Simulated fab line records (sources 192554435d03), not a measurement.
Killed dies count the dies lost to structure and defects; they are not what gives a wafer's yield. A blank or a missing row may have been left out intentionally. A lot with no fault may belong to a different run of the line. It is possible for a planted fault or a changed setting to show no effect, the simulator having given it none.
fab line records ; flow n5Finfet
[record] lots = 10; wafers = 30; lastDay = 19
route steps=1938 shown BEOL_M4@1111 BEOL_M9@1443 MIM_BOT_LITHO@1862 PASSIVATION@1905
lots untouched by any fault: they come from a run of this same line in which no faults occurred
startH: start of the lot's first displayed wafer, in hours after the record's first day ; waitH: hours since the lot's step before ; " unchanged from the row above ; L1.1+2: one row covering several wafers at once ; - value missing, or start not given ; * or withheld: withheld ; < > ~ a bound
route shown NAME@n: NAME is a module with steps in the file, n the number in the route of the first one ; usual: average and standard deviation across the fault-free wafers ; same: alike in all rows ; chamber/n: place in a boat ; sites: the reading at each site ; _std_site: the values' standard deviation ; _edge_site: outer sites' mean less inner sites' ; radiusMm: for every site, how far away it sits from the centre of the wafer ; mask NAME#n: copy n ; behind: tool/chamber where the wafer was last shaped ; hold: what put the lot on hold/how long, in hours/how the hold closed ; device: the n, p or np transistor that did not switch ; end of line: tests of these same wafers at the route's end ; a step given without rows: its recipe and nothing more ; killed: the dies lost at the first sort to structure and to defects; this is not the yield of the wafer ; map: dies across one wafer; x = killed, . = not, _ = none there
set.NAME: the setting as run; set.NAME@STEP: as run at that earlier step ; model.NAME: the simulator's own value behind a step, which no gauge read
steps of the route over a sample of lots; a table a step, a row a wafer
services: the hour from which a tool's chamber was out of use, counted from the record's first day as startH (under 0 if before that day), plus the number of hours and why
[[steps]]
[step N5_BEOL_M4_RC_MEAS_101]
[usual] DIBL_N = 36.5/1.9; DIBL_P = 36.7/2.1; IOFF_N = 0.17/0.035; IOFF_P = 0.22/0.042; ION_N = 676/10; ION_P = 462/8.1; SS_N = 71.5/0.72; SS_P = 73.4/0.7; VT_N = 249/3.1; VT_P = -250/3.9
lot.wafer;tool;chamber;startH;waitH;DIBL_N[mV/V];DIBL_P[mV/V];IOFF_N[nA/um];IOFF_P[nA/um];ION_N[uA/um];ION_P[uA/um];SS_N[mV/dec];SS_P[mV/dec];VT_N[mV];VT_P[mV]
L487.2;prober-02;0;180.98;0.2;38.3;40.1;0.21;0.31;678;466;72.6;74.4;250;-246
L487.4;prober-02;0;180.98;0.2;38.4;40.2;0.22;0.31;695;481;71.9;74.1;245;-244
L487.6;prober-02;0;180.98;0.2;36.6;36.9;0.18;0.25;681;471;72.8;73.3;249;-246
L488.1;prober-01;0;181.00;0.0;35.3;36.5;0.14;0.18;674;456;71.3;74.1;251;-257
L488.4;prober-01;0;181.00;0.0;35.1;36.3;0.14;0.17;673;456;72.2;72.9;249;-256
L488.6;prober-01;0;181.00;0.0;35.1;36.6;0.15;0.18;679;458;71.7;73.7;249;-257
L491.2;prober-02;0;219.95;0.2;37.9;37.8;0.16;0.27;674;467;72.4;73.1;247;-245
L491.3;prober-02;0;219.95;0.2;39.7;40.0;0.20;0.30;681;472;72.3;74.3;249;-244
L491.5;prober-02;0;219.95;0.2;38.8;38.7;0.17;0.26;670;460;71.8;73.7;249;-246
L492.1;prober-01;0;220.97;0.0;36.9;36.0;0.17;0.23;683;469;70.4;73.1;246;-247
L492.3;prober-01;0;220.97;0.0;40.6;39.9;0.23;0.30;687;467;72.6;74.6;245;-242
L492.5;prober-01;0;220.97;0.0;38.2;36.8;0.19;0.25;678;463;71.1;74.0;246;-246
L499.2;prober-01;0;255.38;0.2;37.7;38.6;0.19;0.21;680;453;72.7;73.8;245;-252
L499.3;prober-01;0;255.38;0.2;36.5;38.0;0.17;0.19;675;456;71.8;73.5;249;-254
L499.6;prober-01;0;255.38;0.2;37.2;38.5;0.18;0.20;683;458;72.0;73.6;250;-252
L498.1;prober-01;0;258.96;0.0;38.2;37.8;0.21;0.24;696;466;72.2;73.7;245;-250
L498.3;prober-01;0;258.96;0.0;37.7;37.3;0.21;0.22;678;458;72.4;73.5;247;-251
L498.5;prober-01;0;258.96;0.0;40.6;40.3;0.29;0.29;693;461;73.2;75.0;242;-248
L501.1;prober-01;0;263.92;0.0;34.3;33.9;0.13;0.16;660;451;70.9;72.6;253;-254
L501.4;prober-01;0;263.92;0.0;35.2;35.4;0.15;0.18;676;456;70.2;73.0;250;-254
L501.6;prober-01;0;263.92;0.0;35.1;36.1;0.15;0.18;672;458;71.1;73.4;251;-254
L502.3;prober-01;0;269.23;0.3;36.0;34.8;0.15;0.18;666;454;72.0;72.8;254;-252
L502.4;prober-01;0;269.23;0.3;37.1;35.7;0.16;0.19;668;456;72.6;72.5;249;-254
L502.6;prober-01;0;269.23;0.3;35.8;34.6;0.14;0.18;657;446;71.6;72.5;253;-252
L505.2;prober-01;0;298.20;0.2;34.7;37.2;0.13;0.22;663;463;71.5;73.4;254;-249
L505.3;prober-01;0;298.20;0.2;34.3;35.7;0.13;0.21;666;461;70.9;73.4;254;-249
L505.4;prober-01;0;298.20;0.2;37.2;39.5;0.18;0.26;687;471;72.2;73.7;249;-247
L509.3;prober-01;0;348.43;0.3;35.8;36.4;0.18;0.24;683;470;71.4;73.4;247;-247
L509.4;prober-01;0;348.43;0.3;37.7;38.7;0.19;0.26;674;460;72.8;73.5;246;-248
L509.5;prober-01;0;348.43;0.3;35.5;36.3;0.16;0.23;682;472;71.3;73.2;249;-247
[step N5_BEOL_M9_VIA_ETCH_34]
[recipe] chemistry = C4F6/O2; target = SiCOH_lowk; targetDepthA = 1824; maskMaterial = SOC; taperDeg = 4; timeS = 68.4; ionEnergyEv = 250; pressureMtorr = 30; sourceW = 345; biasW = 185; Ar_flow_sccm = 300; C4F6_flow_sccm = 10; O2_flow_sccm = 10
[usual] C4F6_flow_sccm = 10.00/0.031; drypumpMotorCurrentA = 5.5/0.5; oesProductAu = 0.78/0.086; rfVppV = 669/10; showerheadPlenumPTorr = 2.87/0.1; throttleValvePct = 20.98/0.27
[same] timeS = 68.4
lot.wafer;tool;chamber;startH;waitH;C4F6_flow_sccm;drypumpMotorCurrentA;oesProductAu;rfHoursCounterH;rfVppV;showerheadPlenumPTorr;throttleValvePct
L488.1;rieDiel-05;1;226.03;0.0;10.01;5.6;0.83;68;673;3.01;21.11
L488.4;rieDiel-05;0;226.03;0.0;9.97;5.8;0.82;78;655;2.98;20.75
L488.6;rieDiel-05;0;226.03;0.0;9.95;5.8;0.83;-;654;2.98;20.74
L487.2;rieDiel-05;2;239.75;0.0;9.98;5.0;0.92;30;679;3.00;20.99
L487.4;rieDiel-05;0;239.75;0.0;10.06;5.8;0.82;82;655;2.98;20.76
L487.6;rieDiel-05;2;239.75;0.0;9.97;5.0;0.91;-;676;3.01;20.98
L492.1;rieDiel-04;2;268.92;0.0;9.98;5.1;0.70;216;651;2.70;20.94
L492.3;rieDiel-04;0;268.92;0.0;10.01;5.3;0.72;179;679;2.82;20.65
L492.5;rieDiel-04;3;268.92;0.0;10.00;4.9;0.73;-;678;2.93;21.05
L491.2;rieDiel-04;1;273.50;0.0;9.97;4.9;0.72;183;673;2.95;21.41
L491.3;rieDiel-04;2;273.50;0.0;9.96;5.1;0.70;217;651;2.70;20.96
L491.5;rieDiel-04;0;273.50;0.0;9.99;5.3;0.72;-;676;2.82;20.64
L499.2;rieDiel-04;3;308.00;0.0;10.01;4.9;0.73;201;678;2.92;21.05
L499.3;rieDiel-04;1;308.00;0.0;10.01;5.0;0.71;193;676;2.95;21.40
L499.6;rieDiel-04;3;308.00;0.0;10.02;4.9;0.57;-;679;2.92;21.01
L501.1;rieDiel-04;2;309.73;0.0;10.02;5.1;0.55;228;649;2.70;20.91
L501.4;rieDiel-04;1;309.73;0.0;9.98;4.9;0.71;-;675;2.95;21.42
L501.6;rieDiel-04;2;309.73;0.0;10.02;5.1;0.55;-;650;2.70;20.91
L498.1;rieDiel-05;1;309.81;0.0;10.06;5.6;0.80;93;673;3.00;21.17
L498.3;rieDiel-05;0;309.81;0.0;10.06;5.8;0.80;103;655;2.97;20.78
L498.5;rieDiel-05;2;309.81;0.0;9.96;5.0;0.87;-;677;3.00;21.01
L502.3;rieDiel-05;1;318.79;0.0;10.03;5.6;0.80;96;672;3.00;21.16
L502.4;rieDiel-05;2;318.79;0.0;10.03;5.0;0.87;53;678;2.99;21.00
L502.6;rieDiel-05;0;318.79;0.0;9.99;5.8;0.78;-;654;2.97;20.78
L505.2;rieDiel-03;2;347.62;0.0;10.02;6.2;0.89;35;682;2.89;20.54
L505.3;rieDiel-03;1;347.62;0.0;9.99;6.0;0.67;215;658;2.81;21.14
L505.4;rieDiel-03;3;347.62;0.0;10.00;6.3;0.87;56;655;2.81;21.29
L509.3;rieDiel-04;1;385.22;0.0;10.02;4.9;0.69;216;675;2.94;21.46
L509.4;rieDiel-04;1;385.22;0.0;10.01;4.9;0.70;-;674;2.94;21.44
L509.5;rieDiel-04;0;385.22;0.0;10.00;5.3;0.69;-;677;2.81;20.69
[step N5_MIM_BOT_LITHO_CD_MEAS_08]
[recipe] targetCdNm = 3000; landingEnergyEv = 500; detector = seInlens; polarity = opening
[usual] cdNm = 2999.3/1.7
lot.wafer;tool;chamber;startH;waitH;cdNm
L488.1;cdSem-01;0;281.96;-;2996.5
L488.4;cdSem-01;0;281.96;-;2999.4
L488.6;cdSem-01;0;281.96;-;2995.9
L487.2;cdSem-03;0;288.40;-;3000.6
L487.4;cdSem-03;0;288.40;-;2999.2
L487.6;cdSem-03;0;288.40;-;2998.6
L492.1;cdSem-02;0;315.90;-;3001.2
L492.3;cdSem-02;0;315.90;-;2999.3
L492.5;cdSem-02;0;315.90;-;2999.5
L491.2;cdSem-02;0;321.77;-;2999.8
L491.3;cdSem-02;0;321.77;-;3000.5
L491.5;cdSem-02;0;321.77;-;2998.2
L498.1;cdSem-03;0;359.44;-;3000.0
L498.3;cdSem-03;0;359.44;-;2999.5
L498.5;cdSem-03;0;359.44;-;3002.4
L501.4;cdSem-03;0;361.25;-;2999.1
L499.2;cdSem-03;0;361.28;-;2998.9
L499.3;cdSem-03;0;361.28;-;3000.1
L502.3;cdSem-02;0;367.48;-;2999.3
L502.4;cdSem-02;0;367.48;-;2998.2
L502.6;cdSem-02;0;367.48;-;2996.6
L505.2;cdSem-03;0;395.65;-;2998.5
L505.3;cdSem-03;0;395.65;-;3003.8
L505.4;cdSem-03;0;395.65;-;3000.5
L509.3;cdSem-01;0;436.33;-;3000.6
L509.4;cdSem-01;0;436.33;-;3000.1
L509.5;cdSem-01;0;436.33;-;2999.3
[step N5_PASSIVATION_CD_MEAS_30]
[recipe] targetCdNm = 4000; landingEnergyEv = 500; detector = seInlens; polarity = opening
[usual] cdNm = 4000.8/2.1
lot.wafer;tool;chamber;startH;waitH;cdNm
L488.1;cdSem-01;0;285.31;-;4004.7
L488.4;cdSem-01;0;285.31;-;4004.2
L488.6;cdSem-01;0;285.31;-;4003.3
L487.2;cdSem-03;0;294.87;-;3999.1
L487.4;cdSem-03;0;294.87;-;4001.5
L487.6;cdSem-03;0;294.87;-;4001.5
L492.1;cdSem-02;0;320.76;-;4001.8
L492.3;cdSem-02;0;320.76;-;4001.2
L492.5;cdSem-02;0;320.76;-;4001.3
L491.2;cdSem-03;0;325.54;-;4000.8
L491.3;cdSem-03;0;325.54;-;3998.2
L491.5;cdSem-03;0;325.54;-;4001.4
L498.1;cdSem-02;0;363.78;-;4000.8
L498.3;cdSem-02;0;363.78;-;4000.9
L498.5;cdSem-02;0;363.78;-;4002.7
L501.4;cdSem-03;0;366.54;-;3997.3
L499.2;cdSem-03;0;366.95;-;4003.5
L499.3;cdSem-03;0;366.95;-;4000.7
L502.3;cdSem-01;0;371.78;-;4001.4
L502.4;cdSem-01;0;371.78;-;3999.5
L502.6;cdSem-01;0;371.78;-;3999.9
L505.2;cdSem-03;0;400.17;-;3998.2
L505.3;cdSem-03;0;400.17;-;4000.0
L505.4;cdSem-03;0;400.17;-;4002.6
L509.3;cdSem-02;0;443.04;-;3999.6
L509.4;cdSem-02;0;443.04;-;3999.7
L509.5;cdSem-02;0;443.04;-;4004.0
[step N5_PASSIVATION_ETCH_59]
[recipe] chemistry = Cl2/BCl3; target = TaN; targetDepthA = 650; timeS = 34.9; ionEnergyEv = 100; pressureMtorr = 10; icpW = 900; biasW = 100; Cl2_flow_sccm = 60; bcl3FlowSccm = 30
[usual] drypumpMotorCurrentA = 5.9/0.54; oesProductAu = 0.74/0.079; throttleValvePct = 21.08/0.2
[same] timeS = 34.9
lot.wafer;tool;chamber;startH;waitH;drypumpMotorCurrentA;oesProductAu;rfHoursCounterH;throttleValvePct
L488.1;rieMetal-01;1;285.93;0.3;5.6;0.85;19;21.31
L488.4;rieMetal-01;0;285.93;0.3;6.2;0.73;-;21.14
L488.6;rieMetal-01;1;285.93;0.3;5.6;0.84;-;21.30
L487.2;rieMetal-02;0;295.50;0.3;6.4;0.67;77;21.29
L487.4;rieMetal-02;1;295.50;0.3;6.3;0.79;-;20.82
L487.6;rieMetal-02;0;295.50;0.3;6.4;0.67;-;21.28
L492.1;rieMetal-03;1;321.35;0.3;5.2;0.63;109;21.14
L492.3;rieMetal-03;0;321.35;0.3;4.9;0.67;-;20.87
L492.5;rieMetal-03;0;321.35;0.3;5.0;0.68;-;20.87
L491.2;rieMetal-03;1;326.15;0.3;5.2;0.63;110;21.13
L491.3;rieMetal-03;0;326.15;0.3;5.0;0.68;-;20.88
L491.5;rieMetal-03;1;326.15;0.3;5.2;0.63;-;21.14
L498.1;rieMetal-02;1;364.35;0.3;6.3;0.77;50;20.87
L498.3;rieMetal-02;1;364.35;0.3;6.3;0.76;-;20.85
L498.5;rieMetal-02;1;364.35;0.3;6.3;0.77;-;20.83
L501.4;rieMetal-01;1;367.15;0.2;5.6;0.83;-;21.35
L499.2;rieMetal-03;1;367.52;0.3;5.2;0.93;2;20.86
L499.3;rieMetal-03;0;367.52;0.3;4.9;0.67;-;20.90
L502.3;rieMetal-03;1;372.67;0.2;5.2;0.94;-;20.84
L502.4;rieMetal-03;0;372.67;0.2;5.0;0.67;-;20.89
L502.6;rieMetal-03;0;372.67;0.2;4.9;0.66;-;20.88
L505.2;rieMetal-02;1;401.22;0.6;6.3;0.76;-;20.87
L505.3;rieMetal-02;1;401.22;0.6;6.3;0.76;-;20.86
L505.4;rieMetal-02;1;401.22;0.6;6.3;0.76;-;20.88
L509.3;rieMetal-01;1;443.82;0.2;5.6;0.80;-;21.34
L509.4;rieMetal-01;0;443.82;0.2;6.2;0.70;-;21.18
L509.5;rieMetal-01;1;443.82;0.2;5.6;0.81;-;21.32
[step N5_PASSIVATION_PROBE_49]
[usual] defectLimitedYield = 91.4/1.5; killed_at_M0_to_M3 = 35/12; killed_at_M4_up = 13/5.8; killedAtContacts = 12/5.5; killedAtFrontEnd = 36/9.9; killedAtOther = 4/3.7; killedDies = 101/18; killedOnRim = 13/4.1; killedOpen = 66/13; killedShort = 33/8; sort_bin_4_leakage = 0.00/0.016; sort_bin_5_function = 5.0/1; sort_bin_6_memory = 3.2/0.67; sortNPass = 1079/18; sortYieldPct = 91.4/1.5
[same] grossDies = 1180; killedAtBackSide = 0; sort_bin_8_speed[%] = 0
lot.wafer;tool;chamber;startH;waitH;defectLimitedYield[%];killed_at_M0_to_M3;killed_at_M4_up;killedAtContacts;killedAtFrontEnd;killedAtOther;killedDies;killedOnRim;killedOpen;killedShort;sort_bin_4_leakage[%];sort_bin_5_function[%];sort_bin_6_memory[%];sortNPass;sortYieldPct[%]
L488.1;prober-01;-;290.74;0.0;90.2;36;7;11;56;6;116;13;76;40;0;5.6;4.0;1064;90.2
L488.4;prober-01;-;290.89;0.2;89.4;38;20;12;48;7;125;22;85;40;0;5.7;4.1;1055;89.4
L488.6;prober-01;-;290.99;0.3;91.4;23;10;19;42;8;102;13;61;35;0;4.5;3.3;1078;91.4
L492.1;prober-02;-;325.76;0.0;91.8;20;17;7;48;5;97;15;73;17;0;4.9;2.5;1083;91.8
L492.3;prober-02;-;325.86;0.1;91.9;19;10;7;50;10;96;8;73;19;0;5.6;2.4;1084;91.9
L492.5;prober-02;-;325.96;0.2;91.1;29;10;5;58;3;105;13;69;27;0;4.8;3.1;1075;91.1
L501.1;prober-02;-;371.57;0.0;0;48;1103;1;22;6;1180;152;60;25;0;96.9;2.7;0;0
L501.4;prober-02;-;371.72;0.2;90.6;62;18;10;17;4;111;15;75;32;0;5.5;3.5;1069;90.6
L501.6;prober-02;-;371.82;0.3;0;49;1094;9;22;6;1180;152;64;29;0;96.2;3.6;0;0
L499.2;prober-02;-;372.15;0.1;92.7;30;11;9;36;0;86;12;64;19;0;3.5;3.4;1094;92.7
L499.3;prober-02;-;372.20;0.1;91.4;32;10;10;43;7;102;13;66;34;0;4.0;4.5;1078;91.4
L499.6;prober-02;-;372.35;0.3;0;27;1108;9;36;0;1180;152;58;32;0;97.2;2.4;0;0
L502.3;prober-02;-;377.18;0.1;92.4;37;7;13;21;12;90;10;58;32;0;4.2;3.2;1090;92.4
L502.4;prober-02;-;377.23;0.2;92.1;36;8;8;30;11;93;14;60;31;0;4.4;2.9;1087;92.1
L502.6;prober-02;-;377.33;0.3;91.3;21;13;18;36;15;103;11;64;39;0;4.3;4.1;1077;91.3
L505.2;prober-02;-;412.14;0.1;91.0;30;20;17;39;0;106;12;62;38;0;5.0;3.4;1074;91.0
L505.3;prober-02;-;412.19;0.1;89.5;40;15;24;42;3;124;18;85;35;0;6.1;3.7;1056;89.5
L505.4;prober-02;-;412.24;0.2;92.2;20;21;12;39;0;92;12;62;29;0;4.7;2.7;1088;92.2
L509.3;prober-02;-;448.33;0.1;94.2;22;3;9;32;2;68;4;38;28;0;2.7;2.7;1112;94.2
L509.4;prober-02;-;448.38;0.2;88.9;45;10;20;54;2;131;16;93;38;0;7.1;3.7;1049;88.9
L509.5;prober-02;-;448.43;0.2;91.1;39;14;18;32;2;105;16;65;38;0;5.3;3.5;1075;91.1
// killed by level:class
L488.1 STI_FIN_REVEAL:geometricParticle:open=10 BEOL_M0_SAQP:geometricParticle:open=10 FIN_SAQP:geometricParticle:open=9 BEOL_M0_SAQP:geometricParticle:short=9 FIN_SAQP:geometricParticle:short=7 DUMMY_GATE:geometricParticle:open=7 MOL_CONTACT_COAG:geometricParticle:open=7 BEOL_M2:geometricParticle:open=6
L488.4 FIN_SAQP:geometricParticle:open=18 MOL_CONTACT_COAG:geometricParticle:open=9 BEOL_M0_SAQP:geometricParticle:short=9 BEOL_M2:geometricParticle:open=9 BEOL_M4:geometricParticle:open=8 BEOL_M1:geometricParticle:open=7 STARTING-WAFER:geometricParticle:short=7 FIN_SAQP:geometricParticle:short=6
L488.6 MOL_CONTACT_COAG:geometricParticle:open=14 FIN_SAQP:geometricParticle:short=11 DUMMY_GATE:geometricParticle:open=7 FIN_SAQP:geometricParticle:open=6 BEOL_M4:geometricParticle:open=6 HKMG_FIN:areaEtch=6 MOL_CONTACT_COAG:geometricParticle:short=5 BEOL_M0_SAQP:geometricParticle:short=5
L492.1 STI_FIN_REVEAL:geometricParticle:open=19 BEOL_M3:geometricParticle:open=10 BEOL_M4:geometricParticle:open=8 HKMG_FIN:areaEtch=7 MOL_CONTACT_COAG:geometricParticle:open=6 DUMMY_GATE:geometricParticle:open=5 FIN_SAQP:geometricParticle:open=4 PASS1_DEP:geometricParticle:open=4
L492.3 STI_FIN_REVEAL:geometricParticle:open=19 DUMMY_GATE:geometricParticle:open=8 BEOL_M0_SAQP:geometricParticle:open=8 MOL_CONTACT_COAG:geometricParticle:open=7 FIN_SAQP:geometricParticle:open=6 BEOL_M3:geometricParticle:open=4 BEOL_M4:geometricParticle:open=4 ILD0:geometricParticle:open=3
L492.5 STI_FIN_REVEAL:geometricParticle:open=16 BEOL_M3:geometricParticle:open=14 HKMG_FIN:areaEtch=9 FIN_SAQP:geometricParticle:short=6 BEOL_M0_SAQP:geometricParticle:open=6 FIN_SAQP:geometricParticle:open=5 MOL_CONTACT_COAG:geometricParticle:open=5 DUMMY_GATE:geometricParticle:open=4
L501.1 BEOL_M9:areaEtch=1094 BEOL_M0_SAQP:geometricParticle:open=13 BEOL_M1:geometricParticle:open=9 BEOL_M3:geometricParticle:open=8 DUMMY_GATE:geometricParticle:open=6 BEOL_M0_SAQP:geometricParticle:short=6 BEOL_M2:geometricParticle:short=4 BEOL_M2:geometricParticle:open=4
L501.4 BEOL_M0_SAQP:geometricParticle:short=15 BEOL_M0_SAQP:geometricParticle:open=13 BEOL_M0:geometricParticle:open=9 BEOL_M3:geometricParticle:open=8 BEOL_M4:geometricParticle:open=8 MOL_CONTACT_COAG:geometricParticle:open=7 BEOL_M2:geometricParticle:open=7 DUMMY_GATE:geometricParticle:open=3
L501.6 BEOL_M9:areaEtch=1087 BEOL_M0_SAQP:geometricParticle:open=10 BEOL_M0_SAQP:geometricParticle:short=9 BEOL_M1:geometricParticle:open=9 BEOL_M2:geometricParticle:open=8 FIN_SAQP:geometricParticle:open=7 MOL_CONTACT_COAG:geometricParticle:open=7 BEOL_M1:geometricParticle:short=6
L499.2 BEOL_M2:geometricParticle:open=9 FIN_SAQP:geometricParticle:open=6 MOL_CONTACT_COAG:geometricParticle:open=6 BEOL_M1:geometricParticle:open=6 STI_FIN_REVEAL:geometricParticle:open=5 DUMMY_GATE:geometricParticle:open=5 BEOL_M0:geometricParticle:open=5 GATE_CUT:geometricParticle:open=4
L499.3 MOL_CONTACT_COAG:geometricParticle:open=9 FIN_SAQP:geometricParticle:open=9 FIN_SAQP:geometricParticle:short=6 BEOL_M0_SAQP:geometricParticle:open=6 BEOL_M1:geometricParticle:open=6 BEOL_M2:geometricParticle:open=6 ILD0:geometricParticle:short=5 DUMMY_GATE:geometricParticle:open=4
L499.6 BEOL_M9:areaEtch=1090 BEOL_M2:geometricParticle:open=9 DUMMY_GATE:geometricParticle:open=7 BEOL_M4:geometricParticle:open=6 MOL_CONTACT_COAG:geometricParticle:open=6 ILD0:geometricParticle:short=5 BEOL_M1:geometricParticle:open=5 FIN_SAQP:geometricParticle:open=4
L502.3 MOL_CONTACT_COAG:geometricParticle:open=11 BEOL_M0_SAQP:geometricParticle:short=9 FIN_SAQP:geometricParticle:short=5 BEOL_M0_SAQP:geometricParticle:open=5 BEOL_M0:geometricParticle:open=5 BEOL_M1:geometricParticle:open=5 BEOL_M2:geometricParticle:open=5 FIN_SAQP:geometricParticle:open=4
L502.4 BEOL_M3:geometricParticle:open=12 FIN_SAQP:geometricParticle:open=8 FIN_SAQP:geometricParticle:short=7 BEOL_M2:geometricParticle:open=7 MOL_CONTACT_COAG:geometricParticle:open=6 BEOL_M1:geometricParticle:open=5 GATE_CUT:geometricParticle:short=5 BEOL_M0_SAQP:geometricParticle:short=5
L502.6 MOL_CONTACT_COAG:geometricParticle:open=17 FIN_SAQP:geometricParticle:short=11 FIN_SAQP:geometricParticle:open=8 BEOL_M0_SAQP:geometricParticle:short=6 BEOL_M3:geometricParticle:open=6 BEOL_M4:geometricParticle:open=5 MIM_BOT:geometricParticle:short=5 DUMMY_GATE:geometricParticle:open=4
L505.2 MOL_CONTACT_COAG:geometricParticle:open=14 FIN_SAQP:geometricParticle:short=12 BEOL_M1:geometricParticle:open=10 GATE_CUT:geometricParticle:short=7 FIN_SAQP:geometricParticle:open=5 BEOL_M0_SAQP:geometricParticle:open=5 BEOL_M4:geometricParticle:open=5 BEOL_M4:geometricParticle:short=5
L505.3 MOL_CONTACT_COAG:geometricParticle:open=21 BEOL_M0_SAQP:geometricParticle:open=14 BEOL_M4:geometricParticle:open=10 DUMMY_GATE:geometricParticle:open=7 FIN_SAQP:geometricParticle:open=6 STI_FIN_REVEAL:geometricParticle:open=6 BEOL_M1:geometricParticle:open=6 BEOL_M1:geometricParticle:short=6
L505.4 STI_FIN_REVEAL:geometricParticle:open=12 BEOL_M4:geometricParticle:open=12 FIN_SAQP:geometricParticle:short=8 MOL_CONTACT_COAG:geometricParticle:open=7 BEOL_M3:geometricParticle:open=7 BEOL_M4:geometricParticle:short=4 MOL_CONTACT_COAG:geometricParticle:short=4 FIN_SAQP:geometricParticle:open=3
L509.3 MOL_CONTACT_COAG:geometricParticle:open=7 BEOL_M0_SAQP:geometricParticle:open=7 STI_FIN_REVEAL:geometricParticle:open=5 DUMMY_GATE:geometricParticle:open=5 BEOL_M2:geometricParticle:open=5 FIN_SAQP:geometricParticle:short=4 BEOL_M0_SAQP:geometricParticle:short=4 FIN_SAQP:geometricParticle:open=3
L509.4 FIN_SAQP:geometricParticle:short=17 MOL_CONTACT_COAG:geometricParticle:open=16 STI_FIN_REVEAL:geometricParticle:open=12 BEOL_M0_SAQP:geometricParticle:open=12 BEOL_M1:geometricParticle:open=10 FIN_SAQP:geometricParticle:open=9 DUMMY_GATE:geometricParticle:open=8 BEOL_M3:geometricParticle:open=8
L509.5 MOL_CONTACT_COAG:geometricParticle:open=13 BEOL_M3:geometricParticle:open=8 BEOL_M0_SAQP:geometricParticle:short=7 STI_FIN_REVEAL:geometricParticle:open=7 FIN_SAQP:geometricParticle:short=6 BEOL_M2:geometricParticle:open=6 FIN_SAQP:geometricParticle:open=5 MOL_CONTACT_COAG:geometricParticle:short=5
[[services]]
tool;chamber;startH;hours;kind
rieMetal-03;-;206.56;0.5;repair
rieDiel-04;2;216.19;9.9;repair
rieMetal-03;1;238.12;25.3;repair
rieMetal-01;1;248.75;2.4;repair
rieDiel-05;3;251.62;3.5;repair
rieMetal-01;-;253.60;2.8;pm
rieDiel-03;-;253.91;0.7;repair
rieMetal-02;0;263.05;10.3;repair
rieMetal-02;-;267.25;1.4;pm
rieDiel-04;3;309.13;11.7;repair
rieMetal-01;1;315.86;8.9;repair
rieDiel-04;1;326.22;4.5;repair
rieMetal-03;1;332.44;-;clean
rieMetal-03;1;332.44;16.0;scheduledDown
rieMetal-03;1;332.44;16.0;ventCycle
rieDiel-04;3;358.52;5.5;repair
rieDiel-04;2;371.62;-;clean
rieDiel-04;2;371.62;-;consumableReplace:focusRing
rieDiel-04;2;371.62;-;consumableReplace:showerhead
rieDiel-04;2;371.62;24.5;scheduledDown
rieDiel-04;2;371.62;24.5;ventCycle
rieMetal-02;0;398.96;6.8;repair
rieMetal-03;0;427.77;-;clean
rieDiel-05;-;442.44;0.6;repair
[[key]]
[firstSign] step = N5_PASSIVATION_PROBE_49; reading = killed_at_M4_up; direction = up; sigmas = 99+; usual = 13; struck = 1102
[effect] step = N5_PASSIVATION_PROBE_49; reading = sort_bin_5_function; direction = up; sigmas = 91; usual = 5.0; struck = 96.8
[moreKillsBornAt] N5_BEOL_M9_VIA_ETCH_34@rieDiel-04 = 3271
metAt N5_BEOL_M9_VIA_ETCH_34
struckLots L499,L501
struckWafers L499.6,L501.1,L501.6
laterRowsLeftOut L499.6,L501.1,L501.6
notActingAt N5_MIM_BOT_LITHO_CD_MEAS_08,N5_PASSIVATION_CD_MEAS_30,N5_PASSIVATION_ETCH_59
onsetBetween 273.50 308.00
[fault] kind = processParameterDrift; tool = rieDiel-04; chamber = -; onsetH = 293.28; steps = N5_BEOL_M9_VIA_ETCH_34; channel = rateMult; offset = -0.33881; shape = step; endH = 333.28; scope = struckWafersOnly
// laterRowsLeftOut: the simulator's readings of these wafers behind a module that went badly wrong aren't trusted and aren't shown, but for the sort
